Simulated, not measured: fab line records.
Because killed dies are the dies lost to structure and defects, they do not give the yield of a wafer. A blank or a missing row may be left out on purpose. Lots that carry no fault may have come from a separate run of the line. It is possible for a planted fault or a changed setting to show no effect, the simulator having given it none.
fab line records	flow nandHarc
[record] lots = 6	wafers = 18	lastDay = 33
route steps=1302 shown A_CONTACT@1090 END@1302
lots that met no fault: taken from a fault-free run of the same line
startH: hours from the record's opening day to when the first of the lot's shown wafers began	waitH: how many hours have passed since the lot's step before this one	" repeats the value in the row above	L1.1+2: a single row standing in for several wafers	- either no value or no given start	* or withheld: withheld	< > ~ a bound
route shown NAME@n: a module of which the file shows steps, and the number in the route of the first	usual: mean/standard deviation of fault-free wafers	same: alike in all rows	chamber/n: place in a boat	sites: readings site by site	_std_site: how widely they spread, as a standard deviation	_edge_site: mean of outer sites minus mean of inner sites	radiusMm: for every site, how far away it sits from the centre of the wafer	mask NAME#n: copy n	behind: the last tool/chamber to shape the wafer	hold: the reason the lot was held/the length of the hold in hours/how it ended	device: names the non-switching transistor (n, p or np)	end of line: the same wafers' tests at the end of the route	for a step that has no rows: nothing shown but its recipe	killed: count of dies lost to structure and defects at first sort (not the wafer's yield)	map: shows each die of a wafer: x if killed, . if not, _ if none is there
set.NAME: the run value of the setting; set.NAME@STEP: its run value at that earlier step	model.NAME: the simulator's own value behind a step, which no gauge read
certain route steps with their lots: each step a table, each wafer a row
services: when a tool's chamber went out of use (startH, in hours from the record's first day, below 0 if earlier), for how many hours, and the reason
[[steps]]
[step NHARC_A_CONTACT_ETCH_138]
[recipe] sourceW = withheld	pressureMtorr = 20	biasV = 1200	timeS = 311	targetDepthA = 19140	arFlowSccm = withheld	c4f8FlowSccm = withheld	o2FlowSccm = withheld	chemistry = C4F8/O2/Ar
lot.wafer	tool	chamber	startH	waitH	rfHoursCounterH
L417.1	harCapEtch-03	1	536.50	0.2	47
L417.4	"	1	"	"	-
L417.5	"	0	"	"	-
L423.1	harCapEtch-02	1	586.41	0.2	95
L423.3	"	1	"	"	-
L423.5	"	1	"	"	-
L428.1	harCapEtch-02	0	634.16	0.2	104
L428.6	"	0	"	"	-
L428.5	"	1	"	"	-
L430.1	harCapEtch-03	0	677.27	0.2	74
L430.2	"	1	"	"	74
L430.5	"	0	"	"	-
L433.1	harCapEtch-01	0	679.85	0.2	30
L433.4	"	0	"	"	-
L433.6	"	0	"	"	-
L440.3	harCapEtch-03	1	749.30	0.2	-
L440.4	"	0	"	"	-
L440.6	"	0	"	"	-
[step NHARC_A_CONTACT_ETCH_139]
[recipe] sourceW = withheld	pressureMtorr = 20	biasV = 400	timeS = 195	targetDepthA = 8400	arFlowSccm = withheld	c4f8FlowSccm = 11.5	o2FlowSccm = 7.2	chemistry = C4F8/O2/Ar
lot.wafer	tool	chamber	startH	waitH	rfHoursCounterH
L417.1	harCapEtch-03	1	536.77	0.2	47
L417.4	"	1	"	"	-
L417.5	"	0	"	"	-
L423.1	harCapEtch-02	1	586.67	0.2	96
L423.3	"	1	"	"	-
L423.5	"	1	"	"	-
L428.1	harCapEtch-02	0	634.43	0.2	104
L428.6	"	0	"	"	-
L428.5	"	1	"	"	-
L430.1	harCapEtch-03	0	677.54	0.2	74
L430.2	"	1	"	"	74
L430.5	"	0	"	"	-
L433.1	harCapEtch-01	0	680.12	0.2	30
L433.4	"	0	"	"	-
L433.6	"	0	"	"	-
L440.3	harCapEtch-03	1	749.57	0.2	-
L440.4	"	0	"	"	-
L440.6	"	0	"	"	-
[step NHARC_A_CONTACT_ETCH_92]
[recipe] targetDepthA = 400	overEtchFrac = 0.5	timeS = 85.7	ionEnergyEv = 120	ch3fFlowSccm = 50	o2FlowSccm = 30	arFlowSccm = 200	rfW = 500	biasW = 100	chemistry = CH3F/O2
[usual] drypumpMotorCurrentA = 5.8/0.35	oesProductAu = 0.96/0.038	rfVppV = 244.5/1.7	showerheadPlenumPTorr = 2.46/0.11	throttleValvePct = 20.665/0.0088
[same] overEtchFrac = 0.5
lot.wafer	tool	chamber	startH	waitH	drypumpMotorCurrentA	oesProductAu	rfHoursCounterH	rfVppV	showerheadPlenumPTorr	throttleValvePct
L417.4	rieDiel-06	1	537.29	0.4	5.9	0.92	17	247.2	2.65	20.658
L417.1	"	3	"	"	5.4	0.95	13	242.5	2.35	20.666
L417.5	"	1	"	"	5.9	0.94	-	247.7	2.65	20.673
L423.3	rieDiel-04	2	587.20	0.4	6.2	0.91	4	241.2	2.31	20.652
L423.1	"	0	"	"	5.8	0.91	6	244.2	2.37	20.665
L423.5	"	1	"	"	5.7	0.93	-	244.2	2.49	20.665
L428.1	rieDiel-13	3	635.00	0.5	6.3	1.00	23	244.2	2.52	20.665
L428.6	"	2	"	"	6.3	0.99	-	246.2	2.50	20.672
L428.5	"	3	"	"	6.2	1.01	-	244.8	2.52	20.669
L430.2	rieDiel-04	2	678.11	0.5	6.2	0.93	17	243.6	2.31	20.657
L430.1	"	0	"	"	5.8	0.92	23	242.9	2.36	20.668
L430.5	"	3	"	"	5.8	0.93	-	245.2	2.51	20.687
L433.1	rieDiel-04	2	680.65	0.5	6.2	0.93	17	242.6	2.31	20.660
L433.6	"	2	"	"	6.2	0.92	-	242.3	2.31	20.668
L433.4	"	3	"	"	5.8	0.93	-	245.1	2.51	20.662
L440.3	rieDiel-13	1	750.05	0.4	5.6	0.92	10	243.8	2.34	20.663
L440.4	"	3	"	"	6.3	0.92	13	244.4	2.50	20.666
L440.6	"	1	"	"	5.6	0.92	-	243.4	2.34	20.685
[step NHARC_A_CONTACT_ETCH_98]
[recipe] targetDepthA = 200	overEtchFrac = 0.5	timeS = 10	ionEnergyEv = 250	c4f6FlowSccm = 25	o2FlowSccm = 20	arFlowSccm = 500	rfW = 600	biasW = 500	chemistry = C4F6/O2
[usual] drypumpMotorCurrentA = 5.9/0.35	oesProductAu = 0.972/0.025	rfVppV = 547/3.4	showerheadPlenumPTorr = 3.92/0.16	throttleValvePct = 26.903/0.0086
[same] overEtchFrac = 0.5
lot.wafer	tool	chamber	startH	waitH	drypumpMotorCurrentA	oesProductAu	rfHoursCounterH	rfVppV	showerheadPlenumPTorr	throttleValvePct
L417.1	rieDiel-06	2	-	-	5.3	0.956	18	542	3.74	26.904
L417.4	"	0	"	"	6.5	0.948	14	549	4.01	26.903
L417.5	"	2	"	"	5.3	0.955	-	543	3.74	26.908
L423.1	rieDiel-04	3	-	-	5.8	0.941	5	550	4.02	26.896
L423.3	"	1	"	"	5.7	0.948	4	549	3.97	26.913
L423.5	"	0	"	"	5.8	0.946	-	545	3.79	26.893
L428.1	rieDiel-13	3	-	-	6.3	1.004	23	550	4.01	26.895
L428.6	"	2	"	"	6.2	0.981	-	547	3.98	26.912
L428.5	"	3	"	"	6.3	1.001	-	548	4.01	26.907
L430.1	rieDiel-04	1	-	-	5.7	0.964	23	548	3.96	26.893
L430.2	"	0	"	"	5.8	0.953	23	546	3.78	26.905
L430.5	"	2	"	"	6.2	0.965	-	542	3.70	26.903
L433.1	rieDiel-04	2	680.80	0.1	6.2	0.955	17	542	3.70	26.900
L433.4	"	2	"	"	6.2	0.954	-	541	3.70	26.913
L433.6	"	3	"	"	5.8	0.946	-	549	4.01	26.912
L440.4	rieDiel-13	1	-	-	5.6	0.939	10	544	3.74	26.890
L440.3	"	2	"	"	6.2	0.928	12	548	3.96	26.906
L440.6	"	1	"	"	5.6	0.940	-	543	3.74	26.902
[step NHARC_A_CONTACT_CD_MEAS_15]
[usual] cdNm = 189.9/0.46
lot.wafer	tool	chamber	startH	waitH	cdNm
L417.1	cdSem-02	-	537.50	-	190.1
L417.4	"	-	"	"	189.6
L417.5	"	-	"	"	189.9
L423.1	cdSem-02	-	587.40	-	188.9
L423.3	"	-	"	"	189.5
L423.5	"	-	"	"	189.5
L428.1	cdSem-02	-	635.20	-	190.8
L428.5	"	-	"	"	190.9
L428.6	"	-	"	"	190.6
L430.1	cdSem-03	-	678.33	-	189.7
L430.2	"	-	"	"	189.8
L430.5	"	-	"	"	189.8
L433.1	cdSem-02	-	680.89	-	189.8
L433.4	"	-	"	"	190.2
L433.6	"	-	"	"	189.9
L440.3	cdSem-02	-	750.26	-	189.5
L440.4	"	-	"	"	190.3
L440.6	"	-	"	"	190.2
[step NHARC_A_CONTACT_STRIP_107]
[recipe] n2FlowSccm = 150	h2FlowSccm = 150	arFlowSccm = 0	biasW = 0	chemistry = N2/H2
[step NHARC_A_CONTACT_STRIP_108]
[recipe] cf4FlowSccm = 100	chf3FlowSccm = 30	arFlowSccm = 0	biasW = 0	chemistry = CF4/CHF3
[step NHARC_A_CONTACT_STRIP_109]
[recipe] o2FlowSccm = 400	cosFlowSccm = 20	arFlowSccm = 0	biasW = 0	chemistry = O2/COS
[step NHARC_A_CONTACT_ETCH_110]
[recipe] targetDepthA = 600	overetchA = 60	timeS = 33	ionEnergyEv = 100	cf4FlowSccm = 80	o2FlowSccm = 20	arFlowSccm = 0	rfW = 300	biasW = 100	chemistry = CF4/O2
[step NHARC_A_CONTACT_STRIP_26]
[recipe] o2FlowSccm = 500	arFlowSccm = 0	biasW = 0	chemistry = O2
[step NHARC_A_CONTACT_STRIP_27]
[recipe] timeS = 600	tempC = 30	chemistry = postEtchResidueRemover
[step NHARC_A_CONTACT_ALD_18]
[recipe] targetThkA = 30	pulseTimeS = 1	aldCycles = 150	tempC = 450	material = TiN
[usual] heaterPowerOuterW = 737/52	heaterPowerW = 1146/80	precursorPulseHeightRel = 1.001/0.019
[same] aldCycles = 150
lot.wafer	tool	chamber	startH	waitH	heaterPowerOuterW	heaterPowerW	precursorPulseHeightRel
L417.1	aldMetal-01	0	538.51	-	688	1064	0.999
L417.4	"	1	"	"	698	1127	0.998
L417.5	"	0	"	"	691	1114	1.002
L423.1	aldMetal-03	3	588.55	-	679	1019	0.984
L423.3	"	0	"	"	823	1222	0.993
L423.5	"	3	"	"	681	1032	0.990
L428.1	aldMetal-03	2	636.29	-	779	1164	1.014
L428.6	"	3	"	"	677	1003	1.011
L428.5	"	0	"	"	819	1250	1.006
L430.2	aldMetal-01	2	679.32	-	762	1141	1.047
L430.1	"	1	"	"	688	1087	0.996
L430.5	"	2	"	"	752	1172	1.019
L433.1	aldMetal-01	1	681.96	-	721	1081	0.998
L433.4	"	2	"	"	744	1171	1.041
L433.6	"	0	"	"	694	1080	1.016
L440.3	aldMetal-02	1	751.19	-	732	1111	0.994
L440.4	"	3	"	"	676	1120	1.010
L440.6	"	1	"	"	747	1128	0.993
[step NHARC_A_CONTACT_CVD_19]
[recipe] targetThkA = 3000	tempC = 300	pressureTorr = 40	wf6FlowSccm = 40	h2FlowSccm = 1600	arFlowSccm = 1560	timeS = 802	material = W
[usual] chamberPressureTorr = 40.00/0.092	heaterPowerOuterW = 272/14	heaterPowerW = 470/36	throttleValvePct = 8.1/0.38
lot.wafer	tool	chamber	startH	waitH	chamberPressureTorr	heaterPowerOuterW	heaterPowerW	throttleValvePct
L417.1	cvdW-02	0	538.71	-	40.01	278	490	7.9
L417.4	"	1	"	"	39.93	250	421	8.4
L417.5	"	1	"	"	39.89	254	430	8.3
L423.1	cvdW-01	0	588.88	-	40.05	272	502	8.2
L423.3	"	1	"	"	40.14	272	474	8.3
L423.5	"	0	"	"	39.90	271	460	8.1
L428.1	cvdW-01	0	636.56	-	-	-	-	-
L428.5	"	1	"	"	-	-	-	-
L428.6	"	0	"	"	-	-	-	-
L430.2	cvdW-01	0	679.52	-	-	-	-	-
L430.1	"	1	"	"	-	-	-	-
L430.5	"	1	"	"	-	-	-	-
L433.1	cvdW-02	1	682.12	-	40.26	259	440	8.7
L433.4	"	0	"	"	39.97	295	508	7.5
L433.6	"	0	"	"	40.05	291	522	7.5
L440.3	cvdW-02	1	751.64	-	40.12	267	441	8.7
L440.4	"	0	"	"	39.83	292	526	7.8
L440.6	"	0	"	"	40.02	293	517	7.5
[step NHARC_A_CONTACT_CMP_20]
[recipe] tOverpolishS = 30	targetThkNm = 300
[usual] motorCurrentA = 12.4/1.1	overpolishRunS = 30.001/0.0086	timeToEndpointS = 59.8/2.4
lot.wafer	tool	chamber	startH	waitH	motorCurrentA	overpolishRunS	timeToEndpointS
L417.1	cmp-02	2	539.62	0.8	13.6	30.004	58.7
L417.4	"	0	"	"	12.6	30.002	58.5
L417.5	"	1	"	"	11.1	30.011	58.4
L423.3	cmp-02	1	589.65	0.5	11.0	30.000	62.6
L423.1	"	0	"	"	12.1	30.000	60.0
L423.5	"	1	"	"	11.2	29.989	60.0
L428.1	cmp-03	2	637.34	0.6	13.7	30.000	0.0
L428.6	"	2	"	"	13.2	30.000	0.0
L428.5	"	3	"	"	13.1	30.007	0.0
L430.1	cmp-02	1	680.43	0.7	11.3	29.994	3.4
L430.2	"	2	"	"	13.9	30.008	1.3
L430.5	"	0	"	"	12.5	29.992	1.5
L433.4	cmp-02	1	683.01	0.4	10.8	30.000	60.5
L433.1	"	0	"	"	12.1	30.006	57.8
L433.6	"	2	"	"	14.1	29.988	56.1
L440.3	cmp-02	1	752.28	0.5	11.3	30.004	58.1
L440.4	"	3	"	"	11.1	29.997	59.1
L440.6	"	1	"	"	11.2	30.011	57.4
[step NHARC_END_SORT_01]
[recipe] tempC = 25
[usual] killedAtArray = 58/20	killedAtOther = 0.9/1.4	killedAtPeriphery = 4/3.1	killedDies = 63/20	killedOpen = 3.3/1.8	killedShort = 2.4/1.5
[same] grossDies = 677
lot.wafer	tool	chamber	startH	waitH	killedAtArray	killedAtOther	killedAtPeriphery	killedDies	killedOpen	killedShort
L428.1	prober-01	0	687.79	2.5	674	0	3	677	2	0
L428.5	prober-01	0	690.94	3.7	672	0	5	677	3	0
L428.6	prober-01	0	691.73	3.9	673	0	4	677	5	2
L430.1	prober-01	0	722.57	2.4	674	0	3	677	6	3
L430.2	prober-01	0	723.36	2.7	673	1	3	677	1	3
L430.5	prober-01	0	725.73	3.6	675	1	1	677	3	3
// killed by level:class
L428.1 A_CONTACT:areaCvd=599 A_CHANNEL_HOLE_D1:chamberFilmFlake=33 A_SLIT:chamberFilmFlake=23 A_CHANNEL_HOLE_D2:chamberFilmFlake=8 A_CONTACT:chamberFilmFlake=4 A_CHANNEL_FILL_D2:chamberFilmFlake=2 A_STAIRCASE:chamberFilmFlake=2 A_DECK1_JOINT:geometricParticle:open=1
L428.5 A_CONTACT:areaCvd=589 A_SLIT:chamberFilmFlake=33 A_CHANNEL_HOLE_D1:chamberFilmFlake=28 A_CHANNEL_HOLE_D2:chamberFilmFlake=8 A_WL_FILL:chamberFilmFlake=5 P_ZERO_WELL:chamberFilmFlake=3 A_STAIRCASE:chamberFilmFlake=3 A_CONTACT:chamberFilmFlake=2
L428.6 A_CONTACT:areaCvd=587 A_CHANNEL_HOLE_D1:chamberFilmFlake=31 A_CHANNEL_HOLE_D2:chamberFilmFlake=20 A_SLIT:chamberFilmFlake=19 A_STAIRCASE:chamberFilmFlake=4 A_CONTACT:chamberFilmFlake=3 P_BONDPAD:chamberFilmFlake=2 A_DECK1_JOINT:chamberFilmFlake=2
L430.1 A_CONTACT:areaCvd=605 A_CHANNEL_HOLE_D1:chamberFilmFlake=34 A_CHANNEL_HOLE_D2:chamberFilmFlake=16 A_STAIRCASE:chamberFilmFlake=4 A_SLIT:chamberFilmFlake=4 A_DECK1_JOINT:geometricParticle:short=3 A_CONTACT:chamberFilmFlake=3 P_STI:geometricParticle:open=1
L430.2 A_CONTACT:areaCvd=634 A_CHANNEL_HOLE_D1:chamberFilmFlake=22 A_CHANNEL_HOLE_D2:chamberFilmFlake=11 P_ZERO_WELL:chamberFilmFlake=2 P_GATE:geometricParticle:short=1 A_CHANNEL_FILL_D1:geometricParticle:open=1 A_STAIRCASE:geometricParticle:short=1 A_M0:geometricParticle:short=1
L430.5 A_CONTACT:areaCvd=610 A_CHANNEL_HOLE_D1:chamberFilmFlake=36 A_CHANNEL_HOLE_D2:chamberFilmFlake=17 A_ONON_D1:geometricParticle:short=2 A_DECK1_JOINT:geometricParticle:open=2 A_SLIT:chamberFilmFlake=2 A_DECK1_JOINT:chamberFilmFlake=2 A_CONTACT:chamberFilmFlake=2
// map L428.1 (x killed, . not)
____________x____________
_________xxxxxxx_________
_______xxxxxxxxxxx_______
______xxxxxxxxxxxxx______
_____xxxxxxxxxxxxxxx_____
____xxxxxxxxxxxxxxxxx____
____xxxxxxxxxxxxxxxxx____
___xxxxxxxxxxxxxxxxxxx___
___xxxxxxxxxxxxxxxxxxx___
__xxxxxxxxxxxxxxxxxxxxx__
__xxxxxxxxxxxxxxxxxxxxx__
_xxxxxxxxxxxxxxxxxxxxxxx_
_xxxxxxxxxxxxxxxxxxxxxxx_
_xxxxxxxxxxxxxxxxxxxxxxx_
_xxxxxxxxxxxxxxxxxxxxxxx_
_xxxxxxxxxxxxxxxxxxxxxxx_
xxxxxxxxxxxxxxxxxxxxxxxxx
xxxxxxxxxxxxxxxxxxxxxxxxx
xxxxxxxxxxxxxxxxxxxxxxxxx
xxxxxxxxxxxxxxxxxxxxxxxxx
xxxxxxxxxxxxxxxxxxxxxxxxx
_xxxxxxxxxxxxxxxxxxxxxxx_
_xxxxxxxxxxxxxxxxxxxxxxx_
_xxxxxxxxxxxxxxxxxxxxxxx_
_xxxxxxxxxxxxxxxxxxxxxxx_
_xxxxxxxxxxxxxxxxxxxxxxx_
__xxxxxxxxxxxxxxxxxxxxx__
__xxxxxxxxxxxxxxxxxxxxx__
___xxxxxxxxxxxxxxxxxxx___
___xxxxxxxxxxxxxxxxxxx___
____xxxxxxxxxxxxxxxxx____
____xxxxxxxxxxxxxxxxx____
_____xxxxxxxxxxxxxxx_____
______xxxxxxxxxxxxx______
_______xxxxxxxxxxx_______
_________xxxxxxx_________
____________x____________
// map L430.1 (x killed, . not)
____________x____________
_________xxxxxxx_________
_______xxxxxxxxxxx_______
______xxxxxxxxxxxxx______
_____xxxxxxxxxxxxxxx_____
____xxxxxxxxxxxxxxxxx____
____xxxxxxxxxxxxxxxxx____
___xxxxxxxxxxxxxxxxxxx___
___xxxxxxxxxxxxxxxxxxx___
__xxxxxxxxxxxxxxxxxxxxx__
__xxxxxxxxxxxxxxxxxxxxx__
_xxxxxxxxxxxxxxxxxxxxxxx_
_xxxxxxxxxxxxxxxxxxxxxxx_
_xxxxxxxxxxxxxxxxxxxxxxx_
_xxxxxxxxxxxxxxxxxxxxxxx_
_xxxxxxxxxxxxxxxxxxxxxxx_
xxxxxxxxxxxxxxxxxxxxxxxxx
xxxxxxxxxxxxxxxxxxxxxxxxx
xxxxxxxxxxxxxxxxxxxxxxxxx
xxxxxxxxxxxxxxxxxxxxxxxxx
xxxxxxxxxxxxxxxxxxxxxxxxx
_xxxxxxxxxxxxxxxxxxxxxxx_
_xxxxxxxxxxxxxxxxxxxxxxx_
_xxxxxxxxxxxxxxxxxxxxxxx_
_xxxxxxxxxxxxxxxxxxxxxxx_
_xxxxxxxxxxxxxxxxxxxxxxx_
__xxxxxxxxxxxxxxxxxxxxx__
__xxxxxxxxxxxxxxxxxxxxx__
___xxxxxxxxxxxxxxxxxxx___
___xxxxxxxxxxxxxxxxxxx___
____xxxxxxxxxxxxxxxxx____
____xxxxxxxxxxxxxxxxx____
_____xxxxxxxxxxxxxxx_____
______xxxxxxxxxxxxx______
_______xxxxxxxxxxx_______
_________xxxxxxx_________
____________x____________
[[services]]
tool	chamber	startH	hours	kind
rieDiel-13	-	519.00	9.0	pm
harCapEtch-02	-	519.25	0.3	repair
cvdW-02	0	520.66	10.7	repair
aldMetal-01	1	523.41	7.7	repair
aldMetal-01	-	526.00	10.0	pm
cmp-02	-	526.94	4.0	pm
rieDiel-13	3	528.26	14.9	repair
rieDiel-04	-	532.65	9.0	pm
harCapEtch-03	-	543.26	2.5	repair
cvdW-01	-	547.00	13.0	pm
cvdW-02	-	572.21	0.9	repair
cmp-02	-	574.13	0.9	repair
harCapEtch-02	-	574.81	0.7	repair
cmp-02	-	595.68	1.2	repair
cmp-02	-	624.94	4.0	pm
rieDiel-04	2	628.00	28.6	repair
cvdW-02	-	631.00	13.0	pm
aldMetal-01	2	635.72	30.5	repair
rieDiel-04	3	639.10	1.6	repair
cvdW-01	-	676.37	1.7	repair
rieDiel-13	-	696.12	9.0	pm
rieDiel-04	-	709.65	9.0	pm
cmp-02	-	722.94	4.0	pm
rieDiel-13	-	743.94	0.9	repair
[[key]]
[firstSign] step = NHARC_A_CONTACT_CVD_19	reading = toolRecord	direction = missing
[effect] step = NHARC_A_CONTACT_CMP_20	reading = timeToEndpointS	direction = down	sigmas = 24	usual = *	struck = *
[effect] step = NHARC_END_SORT_01	reading = killedAtArray	direction = up	sigmas = 32	usual = 58	struck = 674
[moreKillsBornAt] NHARC_A_CONTACT_CVD_19@cvdW-01 = 3624
metAt NHARC_A_CONTACT_CVD_19
struckWafers L428.1,L428.5,L428.6,L430.1,L430.2,L430.5
laterRowsLeftOut L428.1,L428.5,L428.6,L430.1,L430.2,L430.5
testerLeftOut L428,L430
onsetBetween 588.88 636.56
[fault] kind = skippedStepWhole	tool = cvdW-01	chamber = -	onsetH = 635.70	steps = NHARC_A_CONTACT_CVD_19	scope = struckLotsOnly
// testerLeftOut: of these lots the tester's yield and bins aren't shown, on N5 and GAA mostly nor the transistor test; their killed dies are dies lost to structure and defects alone, not to doping, threshold or leakage, so they don't give the yield
// laterRowsLeftOut: the simulator's readings of these wafers behind a module that went badly wrong aren't trusted and aren't shown, but for the sort
